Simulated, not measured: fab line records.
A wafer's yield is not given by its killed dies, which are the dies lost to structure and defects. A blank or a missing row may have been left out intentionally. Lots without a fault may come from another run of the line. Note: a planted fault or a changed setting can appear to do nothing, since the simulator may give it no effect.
One fault seen from 2 desks | flow nandHarc | what lay behind the numbers comes last; until then each desk has only its own

## THE METROLOGY DESK
What the gauges read for every lot (on any tool): the sampled wafers with a number, averaged. Marked OUT: a lot whose mean sits more than 4 standard deviations from the usual mean, which makes it out of limits; the brackets give that distance.
Columns: A = cdNm at NHARC_THIN_TSV_CD_MEAS_12, usual 1000.0 nm; B = cdNm at NHARC_THIN_TSV_CD_MEAS_16, usual 999.9 nm
lot  | first seen here | A      | B
L547 | day 24 05:46    | 999.4  | 999.7
L549 | day 24 11:44    | 999.4  | 999.3
L546 | day 24 12:55    | 998.7  | 998.6
L548 | day 24 16:41    | 997.7  | 997.4
L550 | day 24 23:25    | 1000.0 | 999.1
L552 | day 25 19:45    | 999.2  | 998.2
L555 | day 27 23:59    | 1001.2 | 1001.6
L557 | day 28 05:01    | 1002.8 | 1002.9
L556 | day 28 06:20    | 999.7  | 1000.0
L563 | day 30 19:49    | 999.6  | 1001.2
L564 | day 31 17:04    | 1002.3 | 1001.8
L566 | day 32 12:11    | 1002.8 | 1002.6
L568 | day 32 13:22    | 1001.7 | 1001.7
L569 | day 33 13:38    | 998.6  | 998.5
This desk's finding: nothing out of limits on any of the 14 lots.

## FOR THE TOOL OWNER'S DESK: aclDep-01
The tool's own readings at NHARC_A_CHANNEL_HOLE_D2_DEP_00 (deposits aC, target thk 3100 nm): means of the sampled wafers that have a number, for each lot that ran on this tool. Marked OUT: a lot whose mean sits more than 4 standard deviations from the usual mean, which makes it out of limits; the brackets give that distance.
Columns: A = throttleValvePct at NHARC_A_CHANNEL_HOLE_D2_DEP_00, usual 35.000 %
lot  | first seen here | A
L547 | day 13 16:05    | 35.006
L548 | day 13 22:08    | 35.003
L552 | day 15 05:20    | 34.995
L557 | day 17 14:50    | 35.000
L563 | day 20 02:53    | 34.996
L564 | day 20 08:23    | 35.002
This desk's finding: nothing out of limits on any of the 6 lots.

## ALL TOGETHER
From the metrology desk's view, nothing was out of limits.
The tool owner's desk saw nothing out of limits.

## WHAT WAS PUT IN BY THE SIMULATOR
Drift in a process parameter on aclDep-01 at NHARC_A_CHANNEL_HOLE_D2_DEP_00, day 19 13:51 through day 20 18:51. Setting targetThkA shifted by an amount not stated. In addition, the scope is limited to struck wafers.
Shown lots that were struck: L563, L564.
